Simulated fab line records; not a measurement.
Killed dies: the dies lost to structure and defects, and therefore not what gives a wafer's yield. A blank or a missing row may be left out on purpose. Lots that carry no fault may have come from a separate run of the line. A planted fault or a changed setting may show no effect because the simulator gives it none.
fab line records || flow n5Finfet || part 2 of 2: steps 23 to 32 of 32
record {"lots": 5, "wafers": 15, "lastDay": 18}
route steps=1938 shown BEOL_M1@759
lots untouched by any fault: they come from a run of this same line in which no faults occurred
startH: hours from the record's first day to the start of the lot's first wafer shown || waitH: hours since the lot's step before || " identical to the entry in the row above || L1.1+2: several wafers, shown together as one row || - either no value or no given start || * or withheld: withheld || < > ~ a bound
route shown NAME@n: NAME is a module with steps in the file, n the number in the route of the first one || usual: mean/standard deviation of fault-free wafers || same: alike in all rows || chamber/n: place in a boat || sites: the reading at each site || _std_site: standard deviation across them || _edge_site: inner sites' mean taken away from outer sites' mean || radiusMm: for every site, how far away it sits from the centre of the wafer || mask NAME#n: copy n || behind: tool/chamber where the wafer was last shaped || hold: the reason the lot was held/the length of the hold in hours/how it ended || device: transistor that didn't switch, given as n, p or np || end of line: the tests these same wafers got at the end of their route || step lacking rows: just its recipe || killed: dies that structure and defects cost at the first sort, which is not the same as the wafer's yield || map: a wafer's dies, x killed, . not, _ none there
set.NAME: the setting that was run; set.NAME@STEP: the one run at that earlier step || model.NAME: the simulator's own value behind a step, which no gauge read
certain route steps with their lots: each step a table, each wafer a row
services: a tool's chamber out of use, with start hour (startH, from the record's first day; less than 0 if before it), hours out, and reason
## steps
# step N5_BEOL_M1_EBR_24
# recipe {"solvent": "PGMEA", "ebrWidthMm": 1.5}
{"lot.wafer": "L076.1+2+5", "tool": "lithoTrack-05", "chamber": 0, "startH": "-", "waitH": "-"}
{"lot.wafer": "L083.3+5+6", "tool": "lithoTrack-01", "chamber": 0, "startH": "-", "waitH": "-"}
{"lot.wafer": "L092.1+3+5", "tool": "lithoTrack-02", "chamber": 0, "startH": "-", "waitH": "-"}
{"lot.wafer": "L087.4+5+6", "tool": "lithoTrack-05", "chamber": 0, "startH": "-", "waitH": "-"}
{"lot.wafer": "L086.1+2+6", "tool": "lithoTrack-02", "chamber": 0, "startH": "-", "waitH": "-"}
# step N5_BEOL_M1_SOFTBAKE_23
# recipe {"tempC": 110, "timeS": 60, "resist": "CAR-EUV"}
# same {"timeS": 60}
{"lot.wafer": "L076.1+2+5", "tool": "lithoTrack-05", "chamber": 0, "startH": "-", "waitH": "-"}
{"lot.wafer": "L083.3+5+6", "tool": "lithoTrack-01", "chamber": 0, "startH": "-", "waitH": "-"}
{"lot.wafer": "L092.1+3+5", "tool": "lithoTrack-02", "chamber": 0, "startH": "-", "waitH": "-"}
{"lot.wafer": "L087.4+5+6", "tool": "lithoTrack-05", "chamber": 0, "startH": "-", "waitH": "-"}
{"lot.wafer": "L086.1+2+6", "tool": "lithoTrack-02", "chamber": 0, "startH": "-", "waitH": "-"}
# step N5_BEOL_M1_EXPOSE_25
# recipe {"maskId": "V0", "na": 0.33, "sourceShape": "quasar", "sigmaInner": 0.2, "sigmaOuter": 0.8, "polarization": "unpolarized", "defocusNm": 5, "targetCdNm": 24, "doseMj": 63}
{"lot.wafer": "L076.1+2+5", "tool": "euvScanner-01", "chamber": 0, "startH": 133.74, "waitH": "-", "mask": "V0#0"}
{"lot.wafer": "L083.3+5+6", "tool": "euvScanner-01", "chamber": 0, "startH": 174.16, "waitH": "-", "mask": "V0#0"}
{"lot.wafer": "L092.1+3+5", "tool": "euvScanner-02", "chamber": 0, "startH": 254.96, "waitH": "-", "mask": "V0#0"}
{"lot.wafer": "L087.4+5+6", "tool": "euvScanner-02", "chamber": 0, "startH": 255.14, "waitH": "-", "mask": "V0#0"}
{"lot.wafer": "L086.1+2+6", "tool": "euvScanner-02", "chamber": 0, "startH": 256.13, "waitH": "-", "mask": "V0#0"}
# step N5_BEOL_M1_PEB_26
# recipe {"pebTempC": 100, "pebTimeS": 60, "resist": "CAR-EUV"}
{"lot.wafer": "L076.1+2+5", "tool": "lithoTrack-02", "chamber": 0, "startH": 133.82, "waitH": 0.1}
{"lot.wafer": "L083.3+5+6", "tool": "lithoTrack-02", "chamber": 0, "startH": 174.23, "waitH": 0.1}
{"lot.wafer": "L092.1+3+5", "tool": "lithoTrack-02", "chamber": 0, "startH": 255.04, "waitH": 0.1}
{"lot.wafer": "L087.4+5+6", "tool": "lithoTrack-02", "chamber": 0, "startH": 255.19, "waitH": 0.0}
{"lot.wafer": "L086.1+2+6", "tool": "lithoTrack-01", "chamber": 0, "startH": 256.20, "waitH": 0.1}
# step N5_BEOL_M1_DEVELOP_27
# recipe {"developTimeS": 30, "developer": "TMAH", "resist": "CAR-EUV", "rinseLiquid": "surfactantRinse", "dry": "airSpin", "devTempC": 23}
{"lot.wafer": "L076.1+2+5", "tool": "lithoTrack-02", "chamber": 0, "startH": "-", "waitH": "-"}
{"lot.wafer": "L083.3+5+6", "tool": "lithoTrack-02", "chamber": 0, "startH": "-", "waitH": "-"}
{"lot.wafer": "L092.1+3+5", "tool": "lithoTrack-02", "chamber": 0, "startH": "-", "waitH": "-"}
{"lot.wafer": "L087.4+5+6", "tool": "lithoTrack-02", "chamber": 0, "startH": "-", "waitH": "-"}
{"lot.wafer": "L086.1+2+6", "tool": "lithoTrack-01", "chamber": 0, "startH": "-", "waitH": "-"}
# step N5_BEOL_M1_CD_MEAS_28
# recipe {"landingEnergyEv": 500, "detector": "seInlens", "targetCdYNm": 23.3}
# usual {"cdNm": "24.08/0.24"}
{"lot.wafer": "L076.1", "tool": "cdSem-01", "chamber": 0, "startH": 133.89, "waitH": "-", "cdNm": 24.43}
{"lot.wafer": "L076.2", "tool": "cdSem-01", "chamber": 0, "startH": 133.89, "waitH": "-", "cdNm": 24.41}
{"lot.wafer": "L076.5", "tool": "cdSem-01", "chamber": 0, "startH": 133.89, "waitH": "-", "cdNm": 24.07}
{"lot.wafer": "L083.3", "tool": "cdSem-03", "chamber": 0, "startH": 174.29, "waitH": "-", "cdNm": 24.34}
{"lot.wafer": "L083.5", "tool": "cdSem-03", "chamber": 0, "startH": 174.29, "waitH": "-", "cdNm": 24.44}
{"lot.wafer": "L083.6", "tool": "cdSem-03", "chamber": 0, "startH": 174.29, "waitH": "-", "cdNm": 24.05}
{"lot.wafer": "L092.1", "tool": "cdSem-02", "chamber": 0, "startH": 255.11, "waitH": "-", "cdNm": 24.01}
{"lot.wafer": "L092.3", "tool": "cdSem-02", "chamber": 0, "startH": 255.11, "waitH": "-", "cdNm": 24.07}
{"lot.wafer": "L092.5", "tool": "cdSem-02", "chamber": 0, "startH": 255.11, "waitH": "-", "cdNm": 24.12}
{"lot.wafer": "L087.4", "tool": "cdSem-03", "chamber": 0, "startH": 255.26, "waitH": "-", "cdNm": 23.94}
{"lot.wafer": "L087.5", "tool": "cdSem-03", "chamber": 0, "startH": 255.26, "waitH": "-", "cdNm": 23.68}
{"lot.wafer": "L087.6", "tool": "cdSem-03", "chamber": 0, "startH": 255.26, "waitH": "-", "cdNm": 24.13}
{"lot.wafer": "L086.1", "tool": "cdSem-03", "chamber": 0, "startH": 256.27, "waitH": "-", "cdNm": 23.63}
{"lot.wafer": "L086.2", "tool": "cdSem-03", "chamber": 0, "startH": 256.27, "waitH": "-", "cdNm": 24.00}
{"lot.wafer": "L086.6", "tool": "cdSem-03", "chamber": 0, "startH": 256.27, "waitH": "-", "cdNm": 23.78}
# step N5_BEOL_M1_OVL_MEAS_29
# recipe {"pointsPerWafer": 522}
# usual {"V0_OVL": "0.2/0.7"}
{"lot.wafer": "L076.1", "tool": "overlay-01", "chamber": 0, "startH": 133.92, "waitH": 0.0, "V0_OVL[nm]": 0.1}
{"lot.wafer": "L076.2", "tool": "overlay-01", "chamber": 0, "startH": 133.92, "waitH": 0.0, "V0_OVL[nm]": -1.5}
{"lot.wafer": "L076.5", "tool": "overlay-01", "chamber": 0, "startH": 133.92, "waitH": 0.0, "V0_OVL[nm]": 0.0}
{"lot.wafer": "L083.3", "tool": "overlay-01", "chamber": 0, "startH": 174.33, "waitH": 0.0, "V0_OVL[nm]": 0.7}
{"lot.wafer": "L083.5", "tool": "overlay-01", "chamber": 0, "startH": 174.33, "waitH": 0.0, "V0_OVL[nm]": -0.1}
{"lot.wafer": "L083.6", "tool": "overlay-01", "chamber": 0, "startH": 174.33, "waitH": 0.0, "V0_OVL[nm]": 0.3}
{"lot.wafer": "L092.1", "tool": "overlay-02", "chamber": 0, "startH": 255.14, "waitH": 0.0, "V0_OVL[nm]": -0.1}
{"lot.wafer": "L092.3", "tool": "overlay-02", "chamber": 0, "startH": 255.14, "waitH": 0.0, "V0_OVL[nm]": 0.0}
{"lot.wafer": "L092.5", "tool": "overlay-02", "chamber": 0, "startH": 255.14, "waitH": 0.0, "V0_OVL[nm]": 1.3}
{"lot.wafer": "L087.4", "tool": "overlay-01", "chamber": 0, "startH": 255.30, "waitH": 0.0, "V0_OVL[nm]": -0.9}
{"lot.wafer": "L087.5", "tool": "overlay-01", "chamber": 0, "startH": 255.30, "waitH": 0.0, "V0_OVL[nm]": 0.0}
{"lot.wafer": "L087.6", "tool": "overlay-01", "chamber": 0, "startH": 255.30, "waitH": 0.0, "V0_OVL[nm]": 0.6}
{"lot.wafer": "L086.1", "tool": "overlay-01", "chamber": 0, "startH": 256.30, "waitH": 0.0, "V0_OVL[nm]": -0.2}
{"lot.wafer": "L086.2", "tool": "overlay-01", "chamber": 0, "startH": 256.30, "waitH": 0.0, "V0_OVL[nm]": 0.1}
{"lot.wafer": "L086.6", "tool": "overlay-01", "chamber": 0, "startH": 256.30, "waitH": 0.0, "V0_OVL[nm]": -0.7}
# step N5_BEOL_M1_INSPECT_30
# recipe {"mode": "adi", "inspectInstrument": "brightfield"}
# usual {"rawDefectCount": "373/83"}
{"lot.wafer": "L076.1", "tool": "defectInspect-01", "chamber": "-", "startH": 133.98, "waitH": 0.1, "rawDefectCount": 382}
{"lot.wafer": "L076.2", "tool": "defectInspect-01", "chamber": "-", "startH": 133.98, "waitH": 0.1, "rawDefectCount": 258}
{"lot.wafer": "L076.5", "tool": "defectInspect-01", "chamber": "-", "startH": 133.98, "waitH": 0.1, "rawDefectCount": 407}
{"lot.wafer": "L083.3", "tool": "defectInspect-01", "chamber": "-", "startH": 174.38, "waitH": 0.0, "rawDefectCount": 517}
{"lot.wafer": "L083.5", "tool": "defectInspect-01", "chamber": "-", "startH": 174.38, "waitH": 0.0, "rawDefectCount": 400}
{"lot.wafer": "L083.6", "tool": "defectInspect-01", "chamber": "-", "startH": 174.38, "waitH": 0.0, "rawDefectCount": 382}
{"lot.wafer": "L092.1", "tool": "defectInspect-01", "chamber": "-", "startH": 255.19, "waitH": 0.1, "rawDefectCount": 372}
{"lot.wafer": "L092.3", "tool": "defectInspect-01", "chamber": "-", "startH": 255.19, "waitH": 0.1, "rawDefectCount": 384}
{"lot.wafer": "L092.5", "tool": "defectInspect-01", "chamber": "-", "startH": 255.19, "waitH": 0.1, "rawDefectCount": 366}
{"lot.wafer": "L087.4", "tool": "defectInspect-01", "chamber": "-", "startH": 255.34, "waitH": 0.0, "rawDefectCount": 431}
{"lot.wafer": "L087.5", "tool": "defectInspect-01", "chamber": "-", "startH": 255.34, "waitH": 0.0, "rawDefectCount": 262}
{"lot.wafer": "L087.6", "tool": "defectInspect-01", "chamber": "-", "startH": 255.34, "waitH": 0.0, "rawDefectCount": 370}
{"lot.wafer": "L086.1", "tool": "defectInspect-01", "chamber": "-", "startH": 256.36, "waitH": 0.1, "rawDefectCount": 275}
{"lot.wafer": "L086.2", "tool": "defectInspect-01", "chamber": "-", "startH": 256.36, "waitH": 0.1, "rawDefectCount": 326}
{"lot.wafer": "L086.6", "tool": "defectInspect-01", "chamber": "-", "startH": 256.36, "waitH": 0.1, "rawDefectCount": 334}
# step N5_BEOL_M1_DESCUM_33
# recipe {"chemistry": "O2", "timeS": 7, "sourcePowerW": 50, "biasPowerW": 20, "pressureMtorr": 20, "rfFrequencyHz": 2.712e+07, "tempC": 40, "resist": "CAR-EUV", "o2FlowSccm": 225}
# usual {"drypumpMotorCurrentA": "5.4/0.65", "oesProductAu": "0.75/0.071", "rfFwdPowerW": "49.37/0.2", "rfVppV": "243.4/1.4", "showerheadPlenumPTorr": "2.11/0.071", "throttleValvePct": "20.62/0.23"}
# same {"timeS": 7}
{"lot.wafer": "L076.1", "tool": "rieDiel-01", "chamber": 0, "startH": 134.67, "waitH": 0.7, "drypumpMotorCurrentA": 5.0, "oesProductAu": 0.79, "rfFwdPowerW": 49.04, "rfHoursCounterH": 143, "rfVppV": 243.8, "showerheadPlenumPTorr": 2.19, "throttleValvePct": 20.70}
{"lot.wafer": "L076.2", "tool": "rieDiel-01", "chamber": 1, "startH": 134.67, "waitH": 0.7, "drypumpMotorCurrentA": 5.2, "oesProductAu": 0.70, "rfFwdPowerW": 49.45, "rfHoursCounterH": 211, "rfVppV": 243.3, "showerheadPlenumPTorr": 2.15, "throttleValvePct": 20.27}
{"lot.wafer": "L076.5", "tool": "rieDiel-01", "chamber": 2, "startH": 134.67, "waitH": 0.7, "drypumpMotorCurrentA": 5.5, "oesProductAu": 0.78, "rfFwdPowerW": 49.37, "rfHoursCounterH": "-", "rfVppV": 242.9, "showerheadPlenumPTorr": 2.10, "throttleValvePct": 20.70}
{"lot.wafer": "L083.3", "tool": "rieDiel-01", "chamber": 1, "startH": 174.61, "waitH": 0.2, "drypumpMotorCurrentA": 5.2, "oesProductAu": 0.69, "rfFwdPowerW": 49.21, "rfHoursCounterH": 225, "rfVppV": 244.9, "showerheadPlenumPTorr": 2.14, "throttleValvePct": 20.30}
{"lot.wafer": "L083.5", "tool": "rieDiel-01", "chamber": 3, "startH": 174.61, "waitH": 0.2, "drypumpMotorCurrentA": 4.7, "oesProductAu": 0.70, "rfFwdPowerW": 49.62, "rfHoursCounterH": "-", "rfVppV": 243.3, "showerheadPlenumPTorr": 2.09, "throttleValvePct": 20.87}
{"lot.wafer": "L083.6", "tool": "rieDiel-01", "chamber": 2, "startH": 174.61, "waitH": 0.2, "drypumpMotorCurrentA": 5.6, "oesProductAu": 0.77, "rfFwdPowerW": 49.55, "rfHoursCounterH": "-", "rfVppV": 242.6, "showerheadPlenumPTorr": 2.10, "throttleValvePct": 20.69}
{"lot.wafer": "L092.1", "tool": "rieDiel-06", "chamber": 1, "startH": 255.77, "waitH": 0.6, "drypumpMotorCurrentA": 5.4, "oesProductAu": 0.71, "rfFwdPowerW": 49.59, "rfHoursCounterH": 209, "rfVppV": 242.8, "showerheadPlenumPTorr": 2.07, "throttleValvePct": 20.54}
{"lot.wafer": "L092.3", "tool": "rieDiel-06", "chamber": 0, "startH": 255.77, "waitH": 0.6, "drypumpMotorCurrentA": 6.4, "oesProductAu": 0.81, "rfFwdPowerW": 49.14, "rfHoursCounterH": 94, "rfVppV": 245.3, "showerheadPlenumPTorr": 2.19, "throttleValvePct": 20.14}
{"lot.wafer": "L092.5", "tool": "rieDiel-06", "chamber": 0, "startH": 255.77, "waitH": 0.6, "drypumpMotorCurrentA": 6.4, "oesProductAu": 0.81, "rfFwdPowerW": 49.35, "rfHoursCounterH": "-", "rfVppV": 244.2, "showerheadPlenumPTorr": 2.19, "throttleValvePct": 20.13}
{"lot.wafer": "L087.4", "tool": "rieDiel-01", "chamber": 2, "startH": 255.98, "waitH": 0.6, "drypumpMotorCurrentA": 5.6, "oesProductAu": 0.74, "rfFwdPowerW": 49.23, "rfHoursCounterH": "-", "rfVppV": 244.5, "showerheadPlenumPTorr": 2.09, "throttleValvePct": 20.77}
{"lot.wafer": "L087.5", "tool": "rieDiel-01", "chamber": 3, "startH": 255.98, "waitH": 0.6, "drypumpMotorCurrentA": 4.7, "oesProductAu": 0.68, "rfFwdPowerW": 49.49, "rfHoursCounterH": "-", "rfVppV": 242.8, "showerheadPlenumPTorr": 2.07, "throttleValvePct": 20.91}
{"lot.wafer": "L087.6", "tool": "rieDiel-01", "chamber": 0, "startH": 255.98, "waitH": 0.6, "drypumpMotorCurrentA": 5.0, "oesProductAu": 0.76, "rfFwdPowerW": 48.94, "rfHoursCounterH": "-", "rfVppV": 244.4, "showerheadPlenumPTorr": 2.17, "throttleValvePct": 20.77}
{"lot.wafer": "L086.1", "tool": "rieDiel-01", "chamber": 3, "startH": 258.35, "waitH": 2.0, "drypumpMotorCurrentA": 4.7, "oesProductAu": 0.69, "rfFwdPowerW": 49.58, "rfHoursCounterH": 255, "rfVppV": 242.9, "showerheadPlenumPTorr": 2.07, "throttleValvePct": 20.93}
{"lot.wafer": "L086.2", "tool": "rieDiel-01", "chamber": 0, "startH": 258.35, "waitH": 2.0, "drypumpMotorCurrentA": 5.0, "oesProductAu": 0.76, "rfFwdPowerW": 49.39, "rfHoursCounterH": 187, "rfVppV": 246.4, "showerheadPlenumPTorr": 2.17, "throttleValvePct": 20.77}
{"lot.wafer": "L086.6", "tool": "rieDiel-01", "chamber": 2, "startH": 258.35, "waitH": 2.0, "drypumpMotorCurrentA": 5.6, "oesProductAu": 0.75, "rfFwdPowerW": 49.53, "rfHoursCounterH": "-", "rfVppV": 242.2, "showerheadPlenumPTorr": 2.09, "throttleValvePct": 20.75}
# step N5_BEOL_M1_ETCH_77
# recipe {"chemistry": "N2/H2", "target": "underlayer", "targetDepthA": 65, "maskMaterial": "CAR-EUV", "timeS": 5.2, "ionEnergyEv": 200, "pressureMtorr": 30, "sourceW": 840, "biasW": 150, "n2FlowSccm": 200, "h2FlowSccm": 200, "ends": "cleared"}
# usual {"drypumpMotorCurrentA": "5.4/0.65", "etchRfOnTimeS": "5.21/0.094", "oesProductAu": "0.64/0.058", "rfFwdPowerW": "819.1/2.3", "rfVppV": "524.6/2.6", "showerheadPlenumPTorr": "2.56/0.091", "throttleValvePct": "18.00/0.17"}
{"lot.wafer": "L076.1", "tool": "rieDiel-01", "chamber": 0, "startH": 134.70, "waitH": 0.0, "drypumpMotorCurrentA": 5.0, "etchRfOnTimeS": 5.17, "oesProductAu": 0.67, "rfFwdPowerW": 816.8, "rfHoursCounterH": 143, "rfVppV": 528.3, "showerheadPlenumPTorr": 2.65, "throttleValvePct": 18.06}
{"lot.wafer": "L076.2", "tool": "rieDiel-01", "chamber": 1, "startH": 134.70, "waitH": 0.0, "drypumpMotorCurrentA": 5.2, "etchRfOnTimeS": 5.01, "oesProductAu": 0.60, "rfFwdPowerW": 819.0, "rfHoursCounterH": 211, "rfVppV": 527.8, "showerheadPlenumPTorr": 2.62, "throttleValvePct": 17.79}
{"lot.wafer": "L076.5", "tool": "rieDiel-01", "chamber": 2, "startH": 134.70, "waitH": 0.0, "drypumpMotorCurrentA": 5.6, "etchRfOnTimeS": 5.24, "oesProductAu": 0.66, "rfFwdPowerW": 820.7, "rfHoursCounterH": "-", "rfVppV": 524.2, "showerheadPlenumPTorr": 2.53, "throttleValvePct": 17.94}
{"lot.wafer": "L083.3", "tool": "rieDiel-01", "chamber": 1, "startH": 174.65, "waitH": 0.0, "drypumpMotorCurrentA": 5.2, "etchRfOnTimeS": 5.12, "oesProductAu": 0.59, "rfFwdPowerW": 820.6, "rfHoursCounterH": 225, "rfVppV": 528.1, "showerheadPlenumPTorr": 2.61, "throttleValvePct": 17.85}
{"lot.wafer": "L083.5", "tool": "rieDiel-01", "chamber": 3, "startH": 174.65, "waitH": 0.0, "drypumpMotorCurrentA": 4.7, "etchRfOnTimeS": 5.23, "oesProductAu": 0.61, "rfFwdPowerW": 816.9, "rfHoursCounterH": "-", "rfVppV": 523.3, "showerheadPlenumPTorr": 2.51, "throttleValvePct": 18.14}
{"lot.wafer": "L083.6", "tool": "rieDiel-01", "chamber": 2, "startH": 174.65, "waitH": 0.0, "drypumpMotorCurrentA": 5.6, "etchRfOnTimeS": 5.28, "oesProductAu": 0.66, "rfFwdPowerW": 818.3, "rfHoursCounterH": "-", "rfVppV": 525.4, "showerheadPlenumPTorr": 2.52, "throttleValvePct": 17.93}
{"lot.wafer": "L092.1", "tool": "rieDiel-06", "chamber": 1, "startH": 255.81, "waitH": 0.0, "drypumpMotorCurrentA": 5.4, "etchRfOnTimeS": 5.48, "oesProductAu": 0.59, "rfFwdPowerW": 819.8, "rfHoursCounterH": 209, "rfVppV": 524.1, "showerheadPlenumPTorr": 2.51, "throttleValvePct": 17.92}
{"lot.wafer": "L092.3", "tool": "rieDiel-06", "chamber": 0, "startH": 255.81, "waitH": 0.0, "drypumpMotorCurrentA": 6.4, "etchRfOnTimeS": 5.30, "oesProductAu": 0.68, "rfFwdPowerW": 819.6, "rfHoursCounterH": 94, "rfVppV": 529.0, "showerheadPlenumPTorr": 2.68, "throttleValvePct": 17.60}
{"lot.wafer": "L092.5", "tool": "rieDiel-06", "chamber": 0, "startH": 255.81, "waitH": 0.0, "drypumpMotorCurrentA": 6.4, "etchRfOnTimeS": 5.31, "oesProductAu": 0.67, "rfFwdPowerW": 816.7, "rfHoursCounterH": "-", "rfVppV": 527.9, "showerheadPlenumPTorr": 2.68, "throttleValvePct": 17.58}
{"lot.wafer": "L087.4", "tool": "rieDiel-01", "chamber": 2, "startH": 256.00, "waitH": 0.0, "drypumpMotorCurrentA": 5.5, "etchRfOnTimeS": 5.25, "oesProductAu": 0.63, "rfFwdPowerW": 818.5, "rfHoursCounterH": "-", "rfVppV": 522.0, "showerheadPlenumPTorr": 2.51, "throttleValvePct": 18.00}
{"lot.wafer": "L087.5", "tool": "rieDiel-01", "chamber": 3, "startH": 256.00, "waitH": 0.0, "drypumpMotorCurrentA": 4.7, "etchRfOnTimeS": 5.11, "oesProductAu": 0.59, "rfFwdPowerW": 818.2, "rfHoursCounterH": "-", "rfVppV": 523.7, "showerheadPlenumPTorr": 2.50, "throttleValvePct": 18.19}
{"lot.wafer": "L087.6", "tool": "rieDiel-01", "chamber": 0, "startH": 256.00, "waitH": 0.0, "drypumpMotorCurrentA": 5.0, "etchRfOnTimeS": 5.14, "oesProductAu": 0.64, "rfFwdPowerW": 821.6, "rfHoursCounterH": "-", "rfVppV": 524.2, "showerheadPlenumPTorr": 2.63, "throttleValvePct": 18.18}
{"lot.wafer": "L086.1", "tool": "rieDiel-01", "chamber": 3, "startH": 258.39, "waitH": 0.0, "drypumpMotorCurrentA": 4.7, "etchRfOnTimeS": 5.23, "oesProductAu": 0.57, "rfFwdPowerW": 816.2, "rfHoursCounterH": 255, "rfVppV": 524.4, "showerheadPlenumPTorr": 2.50, "throttleValvePct": 18.19}
{"lot.wafer": "L086.2", "tool": "rieDiel-01", "chamber": 0, "startH": 258.39, "waitH": 0.0, "drypumpMotorCurrentA": 5.0, "etchRfOnTimeS": 5.19, "oesProductAu": 0.63, "rfFwdPowerW": 824.4, "rfHoursCounterH": 187, "rfVppV": 526.0, "showerheadPlenumPTorr": 2.63, "throttleValvePct": 18.16}
{"lot.wafer": "L086.6", "tool": "rieDiel-01", "chamber": 2, "startH": 258.39, "waitH": 0.0, "drypumpMotorCurrentA": 5.6, "etchRfOnTimeS": 5.33, "oesProductAu": 0.62, "rfFwdPowerW": 817.4, "rfHoursCounterH": "-", "rfVppV": 522.4, "showerheadPlenumPTorr": 2.51, "throttleValvePct": 17.98}
## services
{"tool": "euvScanner-01", "chamber": "-", "startH": 120.61, "hours": 5.8, "kind": "pm"}
{"tool": "euvScanner-02", "chamber": "-", "startH": 121.77, "hours": 0.3, "kind": "repair"}
{"tool": "euvScanner-02", "chamber": "-", "startH": 125.88, "hours": 0.3, "kind": "repair"}
{"tool": "rieMetal-01", "chamber": "-", "startH": 127.81, "hours": 0.4, "kind": "repair"}
{"tool": "rieMetal-01", "chamber": 1, "startH": 141.82, "hours": 15.0, "kind": "repair"}
{"tool": "rieMetal-02", "chamber": "-", "startH": 144.10, "hours": 1.1, "kind": "repair"}
{"tool": "euvScanner-02", "chamber": "-", "startH": 148.44, "hours": 1.0, "kind": "pm"}
{"tool": "euvScanner-01", "chamber": "-", "startH": 149.45, "hours": 1.0, "kind": "pm"}
{"tool": "euvScanner-02", "chamber": "-", "startH": 150.46, "hours": 4.6, "kind": "pm"}
{"tool": "rieMetal-02", "chamber": "-", "startH": 165.01, "hours": 0.2, "kind": "repair"}
{"tool": "rieDiel-05", "chamber": 2, "startH": 167.42, "hours": 14.2, "kind": "repair"}
{"tool": "rieDiel-06", "chamber": "-", "startH": 168.33, "hours": 28.1, "kind": "pm"}
{"tool": "rieMetal-03", "chamber": 1, "startH": 192.54, "hours": 5.3, "kind": "repair"}
{"tool": "euvScanner-02", "chamber": "-", "startH": 196.42, "hours": 0.3, "kind": "repair"}
{"tool": "rieMetal-03", "chamber": "-", "startH": 204.44, "hours": 0.5, "kind": "repair"}
{"tool": "euvScanner-02", "chamber": "-", "startH": 204.59, "hours": 1.0, "kind": "pm"}
{"tool": "rieMetal-02", "chamber": "-", "startH": 205.98, "hours": 2.8, "kind": "pm"}
{"tool": "euvScanner-02", "chamber": "-", "startH": 232.93, "hours": 17.3, "kind": "pm"}
{"tool": "rieMetal-02", "chamber": 1, "startH": 239.77, "hours": 14.1, "kind": "repair"}
{"tool": "rieDiel-01", "chamber": 1, "startH": 249.23, "hours": "-", "kind": "clean"}
{"tool": "rieDiel-01", "chamber": 1, "startH": 249.23, "hours": "-", "kind": "consumableReplace:focusRing"}
{"tool": "euvScanner-01", "chamber": "-", "startH": 252.57, "hours": 4.6, "kind": "pm"}
{"tool": "rieMetal-02", "chamber": 0, "startH": 252.88, "hours": 2.0, "kind": "repair"}
{"tool": "rieDiel-05", "chamber": "-", "startH": 253.99, "hours": 4.3, "kind": "pm"}
